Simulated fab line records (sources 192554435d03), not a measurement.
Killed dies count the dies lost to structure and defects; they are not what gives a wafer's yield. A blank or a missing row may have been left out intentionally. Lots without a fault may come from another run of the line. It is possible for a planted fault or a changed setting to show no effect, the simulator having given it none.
fab line records	flow n5-finfet
record: lots: 12	wafers: 35	last-day: 18
route steps=1938 shown SD_EPI_P@304 SD_ACTIVATION@331 PASSIVATION@1936
lots with no fault: from the same line, run without faults
start-h: hours from the record's first day to the start of the lot's first wafer shown	wait-h: time in hours since the lot's previous step	" identical to the entry in the row above	L1.1+2: a row that stands for several wafers	- no value, or no start was given	* or withheld: withheld	< > ~ a bound
route shown NAME@n: names a module that has steps shown in the file, with the first one's number in the route	usual: mean/standard deviation of fault-free wafers	same: alike in all rows	chamber/n: place in a boat	sites: the reading at each site	_std_site: the values' standard deviation	_edge_site: outer sites' mean less inner sites'	radius-mm: how far each site lies from the wafer's centre	mask NAME#n: copy n	behind: tool/chamber where the wafer was last shaped	hold: cause of the lot's hold/its duration in hours/its outcome	device: the n, p or np transistor that did not switch	end of line: tests run on the same wafers once the route is complete	step lacking rows: just its recipe	killed: the dies lost at the first sort to structure and to defects; this is not the yield of the wafer	map: a wafer's dies, marking killed ones x, the rest . and places with no die _
set.NAME: setting as actually run; set.NAME@STEP: the setting as run at that earlier step	model.NAME: the simulator's own value behind a step, which no gauge read
steps of the route over a sample of lots; a table a step, a row a wafer
services: a tool's chamber out of use, with start hour (start-h, from the record's first day; less than 0 if before it), hours out, and reason
== steps ==
step: N5_SD_EPI_P_OVL_MEAS_10
recipe: points-per-wafer: 44
usual: SD_P_BLK_OVL: 0.1/0.72
lot.wafer	tool	chamber	start-h	wait-h	SD_P_BLK_OVL[nm]
L986.2	overlay-01	0	65.07	0.0	-0.4
L986.5	"	0	"	"	-0.5
L986.6	"	0	"	"	-0.4
L989.1	overlay-01	0	84.67	0.0	-0.6
L989.3	"	0	"	"	-0.6
L990.3	overlay-01	0	93.75	0.0	-0.4
L990.4	"	0	"	"	-0.7
L990.5	"	0	"	"	1.3
L991.1	overlay-01	0	97.84	0.0	0.5
L991.5	"	0	"	"	0.4
L991.6	"	0	"	"	0.8
L993.2	overlay-01	0	112.34	0.0	0.6
L993.3	"	0	"	"	0.7
L993.4	"	0	"	"	-0.4
L995.1	overlay-02	0	121.41	0.0	-1.1
L995.3	"	0	"	"	-0.7
L995.4	"	0	"	"	-1.1
L100.1	overlay-02	0	158.47	0.0	-0.4
L100.2	"	0	"	"	-0.1
L100.3	"	0	"	"	0.2
L101.1	overlay-01	0	162.41	0.0	0.5
L101.3	"	0	"	"	0.2
L101.6	"	0	"	"	-0.2
L102.1	overlay-02	0	164.00	0.0	0.5
L102.4	"	0	"	"	-0.8
L102.6	"	0	"	"	0.3
L103.3	overlay-02	0	175.45	0.0	0.2
L103.4	"	0	"	"	0.5
L103.5	"	0	"	"	0.0
L104.1	overlay-02	0	176.11	0.0	-0.4
L104.2	"	0	"	"	0.7
L104.5	"	0	"	"	0.6
L107.1	overlay-01	0	194.87	0.0	0.0
L107.3	"	0	"	"	-0.3
L107.5	"	0	"	"	-1.4
step: N5_SD_EPI_P_DESCUM_14
recipe: chemistry: O2	time-s: 7.9	source-power-w: 50	bias-power-w: 20	pressure-mtorr: 20	rf-frequency-hz: 2.712e+07	temp-c: 40	resist: CAR-ArF-block	o2-flow-sccm: 225
usual: drypump-motor-current-A: 5.7/0.4	oes-product-au: 0.75/0.055	rf-vpp-V: 242.9/1.2	showerhead-plenum-p-Torr: 2.09/0.07	throttle-valve-pct: 20.6/0.3
same: time-s: 7.9
lot.wafer	tool	chamber	start-h	wait-h	drypump-motor-current-A	oes-product-au	rf-hours-counter-h	rf-vpp-V	showerhead-plenum-p-Torr	throttle-valve-pct
L986.2	rie-diel-01	0	65.12	0.0	6.4	0.76	135	243.0	2.11	20.3
L986.5	"	2	"	"	6.1	0.78	-	244.7	2.19	20.1
L986.6	"	3	"	"	6.0	0.74	-	240.5	2.02	21.0
L989.1	rie-diel-03	1	84.98	0.3	5.1	0.69	199	243.4	2.06	20.8
L989.3	"	3	"	"	5.2	0.78	124	242.8	2.01	20.5
L990.3	rie-diel-03	2	93.81	0.0	5.8	0.71	227	243.6	2.07	21.0
L990.4	"	3	"	"	5.2	0.78	127	241.6	2.01	20.5
L990.5	"	1	"	"	5.1	0.68	-	242.1	2.06	20.8
L991.1	rie-diel-03	1	97.90	0.0	5.1	0.69	203	242.9	2.06	20.8
L991.5	"	1	"	"	5.1	0.69	-	243.0	2.06	20.8
L991.6	"	2	"	"	5.8	0.71	-	242.6	2.07	21.0
L993.2	rie-diel-03	2	112.45	0.1	5.8	0.70	234	242.3	2.07	21.0
L993.3	"	1	"	"	5.1	0.69	209	243.2	2.06	20.8
L993.4	"	0	"	"	5.4	0.74	168	244.5	2.20	20.8
L995.1	rie-diel-02	1	121.47	0.0	5.6	0.77	136	242.1	2.01	20.7
L995.3	"	3	"	"	5.3	0.84	66	243.5	2.14	20.3
L995.4	"	2	"	"	5.9	0.77	133	243.9	2.09	20.3
L100.1	rie-diel-01	2	158.53	0.0	6.1	0.75	149	244.0	2.18	20.1
L100.2	"	1	"	"	5.3	0.76	149	242.8	1.98	20.4
L100.3	"	0	"	"	6.4	0.73	166	241.8	2.10	20.3
L101.1	rie-diel-01	0	162.47	0.0	6.4	0.74	167	244.6	2.10	20.3
L101.3	"	2	"	"	6.1	0.75	150	245.1	2.18	20.1
L101.6	"	2	"	"	6.1	0.76	-	243.8	2.18	20.1
L102.1	rie-diel-01	3	164.05	0.0	6.1	0.72	193	241.4	2.01	21.1
L102.4	"	0	"	"	6.4	0.74	167	242.2	2.10	20.3
L102.6	"	1	"	"	5.3	0.75	-	241.0	1.98	20.4
L103.3	rie-diel-01	2	175.56	0.1	6.1	0.74	153	242.8	2.18	20.2
L103.4	"	1	"	"	5.3	0.75	153	240.5	1.98	20.4
L103.5	"	1	"	"	5.3	0.75	-	242.0	1.98	20.4
L104.1	rie-diel-01	2	176.65	0.5	6.1	0.75	153	243.5	2.18	20.1
L104.2	"	1	"	"	5.3	0.75	154	240.8	1.98	20.4
L104.5	"	2	"	"	6.1	0.74	-	245.1	2.18	20.2
L107.1	rie-diel-03	1	194.93	0.0	5.1	0.67	232	243.7	2.05	20.8
L107.3	"	0	"	"	5.4	0.73	192	245.0	2.19	20.8
L107.5	"	1	"	"	5.1	0.67	-	242.7	2.05	20.8
step: N5_SD_EPI_P_STRIP_40
recipe: chemistry: N2/H2	power-w: 1000	temp-c: 250	h2-frac: 0.65	overash-fraction: 0.3	pressure-mtorr: withheld	n2-flow-sccm: 1750	h2-flow-sccm: 3250
usual: drypump-motor-current-A: 5.61/0.25	heater-power-w: 362/31	oes-product-au: 0.761/0.011
lot.wafer	tool	chamber	start-h	wait-h	drypump-motor-current-A	heater-power-w	oes-product-au	rf-hours-counter-h
L986.2	plasma-asher-01	1	65.96	0.0	5.55	391	0.750	35
L986.5	"	0	"	"	5.83	382	0.757	-
L986.6	"	1	"	"	5.51	406	0.756	-
L989.1	plasma-asher-01	0	85.82	0.0	5.85	372	0.765	39
L989.3	"	1	"	"	5.55	401	0.772	-
L990.3	plasma-asher-01	1	94.96	0.3	5.54	394	0.759	-
L990.4	"	0	"	"	5.85	357	0.755	-
L990.5	"	1	"	"	5.54	392	0.757	-
L991.1	plasma-asher-02	0	98.73	0.0	5.21	313	0.767	96
L991.5	"	1	"	"	5.81	364	0.757	-
L991.6	"	0	"	"	5.22	311	0.758	-
L993.2	plasma-asher-01	0	113.28	0.0	5.84	369	0.777	43
L993.3	"	1	"	"	5.52	386	0.757	-
L993.4	"	0	"	"	5.85	380	0.747	-
L995.1	plasma-asher-02	1	122.30	0.0	5.79	350	0.748	101
L995.3	"	0	"	"	5.21	296	0.770	-
L995.4	"	1	"	"	5.78	365	0.767	-
L100.1	plasma-asher-01	0	159.36	0.0	5.85	377	0.785	52
L100.2	"	1	"	"	5.54	385	0.755	52
L100.3	"	0	"	"	5.84	373	0.763	-
L101.1	plasma-asher-02	1	163.30	0.0	5.80	371	0.766	109
L101.3	"	0	"	"	5.20	304	0.776	-
L101.6	"	0	"	"	5.19	303	0.753	-
L102.1	plasma-asher-02	0	164.89	0.0	5.23	301	0.747	110
L102.4	"	0	"	"	5.21	297	0.772	-
L102.6	"	0	"	"	5.21	304	0.753	-
L103.3	plasma-asher-01	1	176.44	0.0	5.52	389	0.755	-
L103.4	"	0	"	"	5.85	380	0.760	-
L103.5	"	1	"	"	5.55	381	0.755	-
L104.1	plasma-asher-01	0	177.48	0.0	5.84	370	0.782	54
L104.2	"	1	"	"	5.56	401	0.764	54
L104.5	"	0	"	"	5.88	374	0.767	-
L107.1	plasma-asher-01	0	195.76	0.0	5.85	368	0.746	58
L107.3	"	1	"	"	5.55	388	0.740	-
L107.5	"	1	"	"	5.54	381	0.771	-
step: N5_SD_EPI_P_INSPECT_26
recipe: inspect-instrument: darkfield	mode: post-epi
usual: raw-defect-count: 173/35
lot.wafer	tool	chamber	start-h	wait-h	raw-defect-count
L986.2	defect-inspect-02	-	68.85	0.0	171
L986.5	"	-	"	"	139
L986.6	"	-	"	"	177
L989.1	defect-inspect-01	-	88.70	0.0	142
L989.3	"	-	"	"	179
L990.3	defect-inspect-01	-	97.84	0.0	134
L990.4	"	-	"	"	121
L990.5	"	-	"	"	130
L991.1	defect-inspect-02	-	101.62	0.0	218
L991.5	"	-	"	"	273
L991.6	"	-	"	"	217
L993.2	defect-inspect-02	-	116.16	0.0	216
L993.3	"	-	"	"	224
L993.4	"	-	"	"	177
L995.1	defect-inspect-01	-	125.20	0.0	153
L995.3	"	-	"	"	106
L995.4	"	-	"	"	173
L100.1	defect-inspect-02	-	162.24	0.0	177
L100.2	"	-	"	"	168
L100.3	"	-	"	"	130
L101.1	defect-inspect-02	-	166.30	0.0	607
L101.3	"	-	"	"	640
L101.6	"	-	"	"	583
L102.1	defect-inspect-01	-	167.79	0.0	599
L102.4	"	-	"	"	584
L102.6	"	-	"	"	562
L103.3	defect-inspect-02	-	179.30	0.0	167
L103.4	"	-	"	"	189
L103.5	"	-	"	"	159
L104.1	defect-inspect-01	-	180.36	0.0	166
L104.2	"	-	"	"	163
L104.5	"	-	"	"	206
L107.1	defect-inspect-02	-	198.65	0.0	166
L107.3	"	-	"	"	118
L107.5	"	-	"	"	147
step: N5_SD_ACTIVATION_LSA_01
recipe: temp-c: 1080	time-s: 0.0008	ambient: N2
usual: wafer_temp_C_max: 1085.1/1.1
same: time-s: 0.0008
lot.wafer	tool	chamber	start-h	wait-h	wafer_temp_C_max
L986.2	laser-anneal-01	0	69.11	0.2	1087.3
L986.5	"	0	"	"	1083.8
L986.6	"	0	"	"	1085.8
L989.1	laser-anneal-01	0	88.93	0.2	1085.5
L989.3	"	0	"	"	1085.8
L990.3	laser-anneal-02	0	98.12	0.2	1083.7
L990.4	"	0	"	"	1083.3
L990.5	"	0	"	"	1085.3
L991.1	laser-anneal-01	0	101.90	0.2	1085.7
L991.5	"	0	"	"	1086.0
L991.6	"	0	"	"	1085.7
L993.2	laser-anneal-01	0	116.66	0.2	1086.0
L993.3	"	0	"	"	1084.9
L993.4	"	0	"	"	1085.3
L995.1	laser-anneal-01	0	125.43	0.2	1085.8
L995.3	"	0	"	"	1085.2
L995.4	"	0	"	"	1086.0
L100.1	laser-anneal-02	0	162.47	0.2	1084.6
L100.2	"	0	"	"	1085.5
L100.3	"	0	"	"	1085.7
L101.1	laser-anneal-01	0	166.53	0.2	1084.3
L101.3	"	0	"	"	1086.2
L101.6	"	0	"	"	1087.2
L102.1	laser-anneal-02	0	168.11	0.2	1085.1
L102.4	"	0	"	"	1084.2
L102.6	"	0	"	"	1083.7
L103.3	laser-anneal-01	0	179.59	0.2	1084.9
L103.4	"	0	"	"	1085.3
L103.5	"	0	"	"	1086.8
L104.1	laser-anneal-02	0	180.59	0.2	1084.5
L104.2	"	0	"	"	1084.3
L104.5	"	0	"	"	1084.5
L107.1	laser-anneal-01	0	198.88	0.2	1086.7
L107.3	"	0	"	"	1085.7
L107.5	"	0	"	"	1083.8
step: N5_PASSIVATION_PROBE_49
usual: killed_at_M0_to_M3: 33/9.9	killed_at_M4_up: 15/5.6	killed-at-contacts: 13/5.7	killed-at-front-end: 38/12	killed-at-other: 4/3.1	killed-dies: 103/17	killed-open: 66/13	killed-short: 32/7.8
same: gross-dies: 1180	killed-at-back-side: 0
lot.wafer	tool	chamber	start-h	wait-h	killed_at_M0_to_M3	killed_at_M4_up	killed-at-contacts	killed-at-front-end	killed-at-other	killed-dies	killed-open	killed-short
L991.1	prober-01	-	324.85	0.0	25	13	12	51	2	103	77	25
L991.5	prober-01	-	325.05	0.2	25	25	7	31	2	90	60	28
L991.6	prober-01	-	325.10	0.3	26	24	6	26	4	86	55	30
L100.1	prober-01	-	379.81	0.0	48	25	5	48	4	130	88	33
L100.2	prober-01	-	379.86	0.1	33	17	5	50	2	107	70	35
L100.3	prober-01	-	379.91	0.1	28	18	9	47	1	103	68	29
L101.1	prober-01	-	389.04	0.0	39	30	13	89	7	178	87	30
L101.3	prober-01	-	389.14	0.1	35	9	13	140	19	216	55	36
L101.6	prober-01	-	389.29	0.3	31	17	7	139	13	207	53	32
L102.1	prober-01	-	396.70	0.0	35	7	12	161	5	220	63	35
L102.4	prober-01	-	396.85	0.2	22	13	13	140	9	197	56	35
L102.6	prober-01	-	396.95	0.3	21	12	12	139	7	191	56	25
L104.1	prober-02	-	399.95	0.0	14	11	5	50	5	85	42	31
L104.2	prober-02	-	400.00	0.1	37	18	16	38	4	113	62	46
L104.5	prober-02	-	400.15	0.2	25	13	18	33	6	95	61	30
L103.3	prober-01	-	408.24	0.1	27	15	10	55	2	109	71	30
L103.4	prober-01	-	408.29	0.2	40	22	7	67	5	141	93	42
L103.5	prober-01	-	408.34	0.2	28	19	4	49	5	105	67	35
L107.1	prober-02	-	432.52	0.0	15	18	10	38	0	81	52	22
L107.3	prober-02	-	432.62	0.1	38	15	7	37	3	100	61	34
L107.5	prober-02	-	432.72	0.2	26	17	18	53	3	117	67	44
killed by level:class
L991.1 FIN_SAQP:geometric-particle:open=26 BEOL_M3:geometric-particle:open=10 MOL_CONTACT_COAG:geometric-particle:open=8 BEOL_M5:geometric-particle:open=7 FIN_SAQP:geometric-particle:short=6 BEOL_M2:geometric-particle:open=5 MOL_CONTACT_COAG:geometric-particle:short=4 GATE_CUT:geometric-particle:short=3
L991.5 BEOL_M4:geometric-particle:open=11 FIN_SAQP:geometric-particle:open=9 FIN_SAQP:geometric-particle:short=9 BEOL_M2:geometric-particle:open=6 MOL_CONTACT_COAG:geometric-particle:open=5 BEOL_M0_SAQP:geometric-particle:short=5 BEOL_M3:geometric-particle:open=5 STARTING-WAFER:geometric-particle:open=5
L991.6 BEOL_M4:geometric-particle:open=15 GATE_CUT:geometric-particle:open=5 BEOL_M0_SAQP:geometric-particle:short=5 FIN_SAQP:geometric-particle:short=4 GATE_CUT:geometric-particle:short=4 MOL_CONTACT_COAG:geometric-particle:open=4 BEOL_M0_SAQP:geometric-particle:open=4 BEOL_M0:geometric-particle:short=4
L100.1 BEOL_M2:geometric-particle:open=15 BEOL_M4:geometric-particle:open=11 STI_FIN_REVEAL:geometric-particle:open=10 BEOL_M0:geometric-particle:open=10 BEOL_M0_SAQP:geometric-particle:open=8 HKMG_FIN:area-etch=8 FIN_SAQP:geometric-particle:short=7 BEOL_M5:geometric-particle:open=6
L100.2 STI_FIN_REVEAL:geometric-particle:open=21 BEOL_M4:geometric-particle:open=10 DUMMY_GATE:geometric-particle:open=9 BEOL_M1:geometric-particle:short=6 BEOL_M1:geometric-particle:open=6 BEOL_M2:geometric-particle:open=6 STARTING-WAFER:geometric-particle:short=6 BEOL_M0_SAQP:geometric-particle:short=4
L100.3 BEOL_M2:geometric-particle:open=17 STI_FIN_REVEAL:geometric-particle:open=9 GATE_CUT:geometric-particle:open=7 MOL_CONTACT_COAG:geometric-particle:open=7 BEOL_M4:geometric-particle:open=7 GATE_CUT:geometric-particle:short=5 FIN_SAQP:geometric-particle:short=4 DUMMY_GATE:geometric-particle:short=4
L101.1 SD_EPI_P:unspecified=53 BEOL_M4:geometric-particle:open=20 MOL_CONTACT_COAG:geometric-particle:open=12 STI_FIN_REVEAL:geometric-particle:open=10 BEOL_M0_SAQP:geometric-particle:short=9 BEOL_M3:geometric-particle:open=8 BEOL_M0_SAQP:geometric-particle:open=7 HKMG_FIN:area-etch=5
L101.3 SD_EPI_P:unspecified=114 BEOL_M0_SAQP:geometric-particle:short=11 MOL_CONTACT_COAG:geometric-particle:open=9 BEOL_M0_SAQP:geometric-particle:open=9 PASSIVATION:area-etch=9 STI_FIN_REVEAL:geometric-particle:open=5 PASS1_CAP:geometric-particle:short=5 BEOL_M4:geometric-particle:open=5
L101.6 SD_EPI_P:unspecified=110 BEOL_M4:geometric-particle:open=12 PASSIVATION:area-etch=9 BEOL_M0_SAQP:geometric-particle:open=6 BEOL_M3:geometric-particle:open=6 FIN_SAQP:geometric-particle:open=5 MOL_CONTACT_COAG:geometric-particle:open=5 STI_FIN_REVEAL:geometric-particle:open=4
L102.1 SD_EPI_P:unspecified=119 STI_FIN_REVEAL:geometric-particle:open=11 MOL_CONTACT_COAG:geometric-particle:open=10 BEOL_M2:geometric-particle:open=8 FIN_SAQP:geometric-particle:short=7 BEOL_M3:geometric-particle:open=6 BEOL_M0_SAQP:geometric-particle:open=5 GATE_CUT:geometric-particle:short=5
L102.4 SD_EPI_P:unspecified=105 MOL_CONTACT_COAG:geometric-particle:open=12 BEOL_M3:geometric-particle:open=8 BEOL_M0_SAQP:geometric-particle:short=6 FIN_SAQP:geometric-particle:short=5 FIN_SAQP:geometric-particle:open=4 STI_FIN_REVEAL:geometric-particle:open=4 DUMMY_GATE:geometric-particle:open=4
L102.6 SD_EPI_P:unspecified=106 FIN_SAQP:geometric-particle:open=11 MOL_CONTACT_COAG:geometric-particle:open=9 STI_FIN_REVEAL:geometric-particle:open=5 BEOL_M0_SAQP:geometric-particle:short=5 FIN_SAQP:geometric-particle:short=4 BEOL_M0_SAQP:geometric-particle:open=4 BEOL_M4:geometric-particle:open=4
L104.1 FIN_SAQP:geometric-particle:open=12 FIN_SAQP:geometric-particle:short=10 HKMG_FIN:area-etch=8 BEOL_M3:geometric-particle:open=6 MOL_CONTACT_COAG:geometric-particle:open=4 BEOL_M0_SAQP:geometric-particle:short=4 STARTING-WAFER:geometric-particle:short=4 DUMMY_GATE:geometric-particle:short=3
L104.2 MOL_CONTACT_COAG:geometric-particle:open=13 FIN_SAQP:geometric-particle:short=9 BEOL_M0_SAQP:geometric-particle:short=9 FIN_SAQP:geometric-particle:open=8 BEOL_M3:geometric-particle:open=8 GATE_CUT:geometric-particle:short=6 BEOL_M4:geometric-particle:open=6 BEOL_M0:geometric-particle:open=5
L104.5 MOL_CONTACT_COAG:geometric-particle:open=17 FIN_SAQP:geometric-particle:open=11 BEOL_M3:geometric-particle:open=9 GATE_CUT:geometric-particle:short=6 BEOL_M0_SAQP:geometric-particle:short=6 BEOL_M5:geometric-particle:open=6 FIN_SAQP:geometric-particle:short=5 STARTING-WAFER:geometric-particle:open=3
L103.3 FIN_SAQP:geometric-particle:open=12 BEOL_M1:geometric-particle:open=10 STI_FIN_REVEAL:geometric-particle:open=9 BEOL_M4:geometric-particle:open=8 FIN_SAQP:geometric-particle:short=7 MOL_CONTACT_COAG:geometric-particle:open=7 DUMMY_GATE:geometric-particle:open=6 BEOL_M0_SAQP:geometric-particle:short=6
L103.4 FIN_SAQP:geometric-particle:open=26 BEOL_M0_SAQP:geometric-particle:short=11 BEOL_M5:geometric-particle:open=10 BEOL_M1:geometric-particle:open=8 BEOL_M3:geometric-particle:open=7 BEOL_M4:geometric-particle:open=7 FIN_SAQP:geometric-particle:short=6 STI_FIN_REVEAL:geometric-particle:open=6
L103.5 FIN_SAQP:geometric-particle:open=20 BEOL_M2:geometric-particle:open=10 FIN_SAQP:geometric-particle:short=8 BEOL_M0_SAQP:geometric-particle:short=6 BEOL_M1:geometric-particle:open=6 STI_FIN_REVEAL:geometric-particle:short=5 BEOL_M4:geometric-particle:open=5 MOL_CONTACT_COAG:geometric-particle:open=3
L107.1 FIN_SAQP:geometric-particle:open=12 BEOL_M0_SAQP:geometric-particle:open=7 BEOL_M4:geometric-particle:open=7 MOL_CONTACT_COAG:geometric-particle:open=6 BEOL_M5:geometric-particle:open=6 FIN_SAQP:geometric-particle:short=5 STI_FIN_REVEAL:geometric-particle:open=5 DUMMY_GATE:geometric-particle:open=5
L107.3 BEOL_M0_SAQP:geometric-particle:open=12 BEOL_M0_SAQP:geometric-particle:short=9 FIN_SAQP:geometric-particle:short=8 STI_FIN_REVEAL:geometric-particle:open=7 MOL_CONTACT_COAG:geometric-particle:open=7 DUMMY_GATE:geometric-particle:open=6 BEOL_M1:geometric-particle:open=6 FIN_SAQP:geometric-particle:open=5
L107.5 FIN_SAQP:geometric-particle:open=15 FIN_SAQP:geometric-particle:short=11 MOL_CONTACT_COAG:geometric-particle:open=10 STI_FIN_REVEAL:geometric-particle:open=8 BEOL_M0:geometric-particle:open=8 MOL_CONTACT_COAG:geometric-particle:short=7 BEOL_M4:geometric-particle:short=6 STARTING-WAFER:geometric-particle:short=6
== services ==
tool	chamber	start-h	hours	kind
laser-anneal-01	-	80.76	3.6	pm
rie-diel-03	3	101.29	10.9	repair
rie-diel-01	-	109.57	5.3	repair
rie-diel-01	1	126.45	15.1	repair
rie-diel-03	3	146.00	3.7	repair
rie-diel-02	0	156.91	-	clean
rie-diel-02	0	156.91	-	consumable-replace:focus-ring
rie-diel-02	0	156.91	15.5	scheduled-down
rie-diel-02	0	156.91	15.5	vent-cycle
rie-diel-03	2	173.35	-	clean
rie-diel-03	2	173.35	-	consumable-replace:focus-ring
rie-diel-03	2	173.35	19.9	scheduled-down
rie-diel-03	2	173.35	19.9	vent-cycle
plasma-asher-02	-	176.13	1.0	repair
rie-diel-01	1	197.73	6.1	repair
== key ==
first-sign: step: N5_SD_EPI_P_INSPECT_26	reading: raw-defect-count	direction: up	sigmas: 12	usual: 173	struck: 596
effect: step: N5_PASSIVATION_PROBE_49	reading: killed-at-front-end	direction: up	sigmas: 8.4	usual: 38	struck: 135
more-kills-born-at: N5_SD_EPI_P_STRIP_40@plasma-asher-02: 607
met-at N5_SD_EPI_P_STRIP_40
struck-lots L101,L102
tester-left-out L101,L102
not-acting-at N5_SD_EPI_P_OVL_MEAS_10,N5_SD_EPI_P_DESCUM_14,N5_SD_ACTIVATION_LSA_01
onset-between 122.30 163.30
fault: kind: chamber-particle-source	tool: plasma-asher-02	chamber: -	onset-h: 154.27	steps: N5_SD_EPI_P_STRIP_40	rate-per-visit-cm2: 0.67474	end-h: 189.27
tester-left-out: of these lots the tester's yield and bins aren't shown, on N5 and GAA mostly nor the transistor test; their killed dies are dies lost to structure and defects alone, not to doping, threshold or leakage, so they don't give the yield
